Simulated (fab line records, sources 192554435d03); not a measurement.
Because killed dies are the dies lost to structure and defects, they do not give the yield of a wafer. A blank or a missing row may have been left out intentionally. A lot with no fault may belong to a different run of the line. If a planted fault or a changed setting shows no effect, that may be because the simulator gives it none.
Split-lot trial + flow n5Finfet + 7 lots, 21 wafers read, on a route of 1938 steps

== THE SPLIT ==
At N5_MOL_CONTACT_COAG_VIA_ETCH_117 (etches SiO2 in C4F6/O2, target depth 40 nm, overetch 8 nm, time 26 s), the setting biasW was moved away from the recipe's 455 W on 9 of the 21 wafers read, by -14.9% to +16.8%. The other wafers ran this setting at the recipe's value.

The reading is taken at the split's own step.

== THE READING ==
rfVppV, in V, at N5_MOL_CONTACT_COAG_VIA_ETCH_117 (etches SiO2 in C4F6/O2, target depth 40 nm, overetch 8 nm, time 26 s). Typical for fault-free wafers on this fab line: 1591 V, with standard deviation 20 V.

| wafer  | tool, chamber at the split | biasW as run, W | against the recipe | rfVppV, V | against lot-mates on the recipe |
|--------|----------------------------|-----------------|--------------------|-----------|---------------------------------|
| L079.3 | rieDiel-04, 3              | 455             | recipe             | 1594      | -                               |
| L079.4 | rieDiel-04, 0              | 387.3           | -14.9%             | 1403      | -186                            |
| L079.6 | rieDiel-04, 2              | 455             | recipe             | 1584      | -                               |
| L081.1 | rieDiel-04, 0              | 511.4           | +12.4%             | 1724      | +130                            |
| L081.2 | rieDiel-04, 2              | 511.4           | +12.4%             | 1728      | +134                            |
| L081.4 | rieDiel-04, 3              | 455             | recipe             | 1594      | -                               |
| L088.1 | rieDiel-04, 0              | 501.9           | +10.3%             | 1700      | +116                            |
| L088.3 | rieDiel-04, 2              | 455             | recipe             | 1584      | -                               |
| L088.4 | rieDiel-04, 1              | 501.9           | +10.3%             | 1696      | +112                            |
| L091.2 | rieDiel-05, 0              | 455             | recipe             | 1575      | -                               |
| L091.3 | rieDiel-05, 1              | 455             | recipe             | 1598      | -                               |
| L091.5 | rieDiel-05, 2              | 455             | recipe             | 1612      | -                               |
| L094.3 | rieDiel-05, 3              | 455             | recipe             | 1585      | -                               |
| L094.4 | rieDiel-05, 0              | 531.4           | +16.8%             | 1767      | +182                            |
| L094.6 | rieDiel-05, 3              | 455             | recipe             | 1585      | -                               |
| L095.2 | rieDiel-05, 0              | 417.7           | -8.2%              | 1476      | no lot-mate on the recipe       |
| L095.3 | rieDiel-05, 2              | 417.7           | -8.2%              | 1512      | no lot-mate on the recipe       |
| L095.6 | rieDiel-05, 3              | 417.7           | -8.2%              | 1486      | no lot-mate on the recipe       |
| L096.3 | rieDiel-06, 2              | 455             | recipe             | 1585      | -                               |
| L096.4 | rieDiel-06, 3              | 455             | recipe             | 1601      | -                               |
| L096.6 | rieDiel-06, 1              | 455             | recipe             | 1563      | -                               |

THE FIT
A straight line over all 21 wafers: rfVppV changes by +11.3 V for each +1% of biasW; r = +0.99; the points scatter about the line by 12 V.
The same after taking each lot's own level away (the mean of its wafers on the recipe; 18 wafers): +11.3 V for each +1%; r = +0.99; scatter 11 V.
According to that fit, moving biasW by its largest amount changes the reading by 1.9e+02 V.
The lots' own levels span 1583.0 to 1595.0 V, that is 0.6 times the standard deviation above.
The two slopes are in agreement: the lot-to-lot level therefore moves the slope only a little.
Check: with one of the wafers moved furthest among these (+16.8%) left out of the fit, the line predicts +189 V for it against its lot-mates. It came out at +182 V against them.
Tool readings at the split's step, against how far the setting was moved: rfVppV r = +0.99.

== THESE WAFERS: OTHER SPLITS ==
Note: prior to the reading, these wafers also went through further splits. Each is held against what the fit with the lots' levels taken away leaves over:
| other split on the same wafers      | wafers away from the commonest value | r with rfVppV (lot level and that fit taken away) |
|-------------------------------------|--------------------------------------|---------------------------------------------------|
| N5_SD_EPI_P_EPI_21 epiGrowthTimeS   | 5                                    | -0.07                                             |
| N5_SD_ACTIVATION_LSA_01 tempC       | 8                                    | -0.08                                             |
| N5_HKMG_FIN_ETCH_31 biasW           | 7                                    | +0.10                                             |
| N5_HKMG_FIN_ETCH_32 biasW           | 8                                    | +0.19                                             |
| N5_MOL_CONTACT_COAG_ETCH_105 biasW  | 5                                    | -0.12                                             |
| N5_MOL_CONTACT_COAG_COAT_63 spinRpm | 7                                    | +0.04                                             |

== THE FILE'S OWN FIT ==
rfVppV changes by +11.3 V for each +1% of biasW, r = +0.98.
